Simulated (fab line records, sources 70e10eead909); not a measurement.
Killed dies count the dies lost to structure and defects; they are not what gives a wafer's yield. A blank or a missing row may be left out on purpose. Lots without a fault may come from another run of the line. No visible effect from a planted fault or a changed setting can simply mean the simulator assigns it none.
Chamber matching || flow nandHarc || NHARC_P_CONTACT_DESCUM_17 on rieDiel-08: 4 sister chambers
The step chemistry O2, time 3 s. 20 wafers are shown with their chamber, then 10 later ones without.

## WAFERS, EACH WITH ITS CHAMBER
{"wafer": "L849.2", "chamber": 3, "drypumpMotorCurrentA (A)": 5.58, "showerheadPlenumPTorr (Torr)": 1.88, "oesProductAu (a.u.)": 0.996}
{"wafer": "L849.5", "chamber": 1, "drypumpMotorCurrentA (A)": 5.36, "showerheadPlenumPTorr (Torr)": 1.91, "oesProductAu (a.u.)": 1.015}
{"wafer": "L849.6", "chamber": 0, "drypumpMotorCurrentA (A)": 5.99, "showerheadPlenumPTorr (Torr)": 1.93, "oesProductAu (a.u.)": 0.990}
{"wafer": "L848.1", "chamber": 3, "drypumpMotorCurrentA (A)": 5.59, "showerheadPlenumPTorr (Torr)": 1.88, "oesProductAu (a.u.)": 0.996}
{"wafer": "L848.3", "chamber": 0, "drypumpMotorCurrentA (A)": 5.97, "showerheadPlenumPTorr (Torr)": 1.93, "oesProductAu (a.u.)": 1.002}
{"wafer": "L848.6", "chamber": 2, "drypumpMotorCurrentA (A)": 6.05, "showerheadPlenumPTorr (Torr)": 1.81, "oesProductAu (a.u.)": 0.999}
{"wafer": "L847.1", "chamber": 3, "drypumpMotorCurrentA (A)": 5.58, "showerheadPlenumPTorr (Torr)": 1.88, "oesProductAu (a.u.)": 0.991}
{"wafer": "L847.3", "chamber": 0, "drypumpMotorCurrentA (A)": 5.99, "showerheadPlenumPTorr (Torr)": 1.92, "oesProductAu (a.u.)": 0.989}
{"wafer": "L847.4", "chamber": 2, "drypumpMotorCurrentA (A)": 6.05, "showerheadPlenumPTorr (Torr)": 1.81, "oesProductAu (a.u.)": 0.990}
{"wafer": "L853.2", "chamber": 2, "drypumpMotorCurrentA (A)": 6.03, "showerheadPlenumPTorr (Torr)": 1.81, "oesProductAu (a.u.)": 1.011}
{"wafer": "L853.5", "chamber": 3, "drypumpMotorCurrentA (A)": 5.57, "showerheadPlenumPTorr (Torr)": 1.88, "oesProductAu (a.u.)": 0.999}
{"wafer": "L853.6", "chamber": 2, "drypumpMotorCurrentA (A)": 6.05, "showerheadPlenumPTorr (Torr)": 1.81, "oesProductAu (a.u.)": 1.009}
{"wafer": "L854.2", "chamber": 0, "drypumpMotorCurrentA (A)": 5.98, "showerheadPlenumPTorr (Torr)": 1.92, "oesProductAu (a.u.)": 1.001}
{"wafer": "L854.3", "chamber": 3, "drypumpMotorCurrentA (A)": 5.58, "showerheadPlenumPTorr (Torr)": 1.88, "oesProductAu (a.u.)": 0.997}
{"wafer": "L854.4", "chamber": 1, "drypumpMotorCurrentA (A)": 5.36, "showerheadPlenumPTorr (Torr)": 1.91, "oesProductAu (a.u.)": 0.986}
{"wafer": "L855.1", "chamber": 3, "drypumpMotorCurrentA (A)": 5.56, "showerheadPlenumPTorr (Torr)": 1.88, "oesProductAu (a.u.)": 0.992}
{"wafer": "L855.4", "chamber": 2, "drypumpMotorCurrentA (A)": 6.04, "showerheadPlenumPTorr (Torr)": 1.80, "oesProductAu (a.u.)": 1.010}
{"wafer": "L855.6", "chamber": 2, "drypumpMotorCurrentA (A)": 6.07, "showerheadPlenumPTorr (Torr)": 1.80, "oesProductAu (a.u.)": 1.005}
{"wafer": "L857.1", "chamber": 0, "drypumpMotorCurrentA (A)": 5.96, "showerheadPlenumPTorr (Torr)": 1.92, "oesProductAu (a.u.)": 0.986}
{"wafer": "L857.2", "chamber": 1, "drypumpMotorCurrentA (A)": 5.36, "showerheadPlenumPTorr (Torr)": 1.91, "oesProductAu (a.u.)": 0.990}

SIGNATURES (averages over the wafers above)
{"reading": "drypumpMotorCurrentA", "chamber 0": 5.9780, "chamber 1": 5.3600, "chamber 2": 6.0483, "chamber 3": 5.5767, "scatter within a chamber": 0.0114}
{"reading": "showerheadPlenumPTorr", "chamber 0": 1.9240, "chamber 1": 1.9100, "chamber 2": 1.8067, "chamber 3": 1.8800, "scatter within a chamber": 0.00398}
{"reading": "oesProductAu", "chamber 0": 0.99360, "chamber 1": 0.99700, "chamber 2": 1.00400, "chamber 3": 0.99517, "scatter within a chamber": 0.00825}
Rule: for a wafer and a chamber, the distance is found by dividing, reading by reading, the gap between the wafer's reading and the chamber's mean by the reading's scatter, squaring, summing and taking the root. If the next closest chamber is less than 2 further off than the closest, the wafer can't be placed; otherwise it belongs to the closest. The scatter is the square root of a quotient: the sum, over the shown wafers, of each reading's squared deviation from its chamber's mean, divided by wafers minus chambers.

## WAFERS WITH NO CHAMBER GIVEN
{"wafer": "L857.3", "drypumpMotorCurrentA (A)": 5.58, "showerheadPlenumPTorr (Torr)": 1.88, "oesProductAu (a.u.)": 0.995}
{"wafer": "L859.1", "drypumpMotorCurrentA (A)": 6.05, "showerheadPlenumPTorr (Torr)": 1.80, "oesProductAu (a.u.)": 1.011}
{"wafer": "L859.3", "drypumpMotorCurrentA (A)": 5.37, "showerheadPlenumPTorr (Torr)": 1.91, "oesProductAu (a.u.)": 0.994}
{"wafer": "L859.4", "drypumpMotorCurrentA (A)": 5.98, "showerheadPlenumPTorr (Torr)": 1.92, "oesProductAu (a.u.)": 0.990}
{"wafer": "L858.3", "drypumpMotorCurrentA (A)": 5.55, "showerheadPlenumPTorr (Torr)": 1.88, "oesProductAu (a.u.)": 1.004}
{"wafer": "L858.5", "drypumpMotorCurrentA (A)": 5.34, "showerheadPlenumPTorr (Torr)": 1.91, "oesProductAu (a.u.)": 1.006}
{"wafer": "L858.6", "drypumpMotorCurrentA (A)": 6.00, "showerheadPlenumPTorr (Torr)": 1.92, "oesProductAu (a.u.)": 0.995}
{"wafer": "L866.1", "drypumpMotorCurrentA (A)": 5.99, "showerheadPlenumPTorr (Torr)": 1.92, "oesProductAu (a.u.)": 0.998}
{"wafer": "L866.3", "drypumpMotorCurrentA (A)": 5.36, "showerheadPlenumPTorr (Torr)": 1.91, "oesProductAu (a.u.)": 0.986}
{"wafer": "L866.6", "drypumpMotorCurrentA (A)": 5.36, "showerheadPlenumPTorr (Torr)": 1.91, "oesProductAu (a.u.)": 0.988}

## EACH ONE'S CHAMBER
{"wafer": "L857.3", "from the rows above": 3, "in truth": 3}
{"wafer": "L859.1", "from the rows above": 2, "in truth": 2}
{"wafer": "L859.3", "from the rows above": 1, "in truth": 1}
{"wafer": "L859.4", "from the rows above": 0, "in truth": 0}
{"wafer": "L858.3", "from the rows above": 3, "in truth": 3}
{"wafer": "L858.5", "from the rows above": 1, "in truth": 1}
{"wafer": "L858.6", "from the rows above": 0, "in truth": 0}
{"wafer": "L866.1", "from the rows above": 0, "in truth": 0}
{"wafer": "L866.3", "from the rows above": 1, "in truth": 1}
{"wafer": "L866.6", "from the rows above": 1, "in truth": 1}
10 of 10 placed correctly. Can't be placed from these rows: 0. 0 placed wrongly.
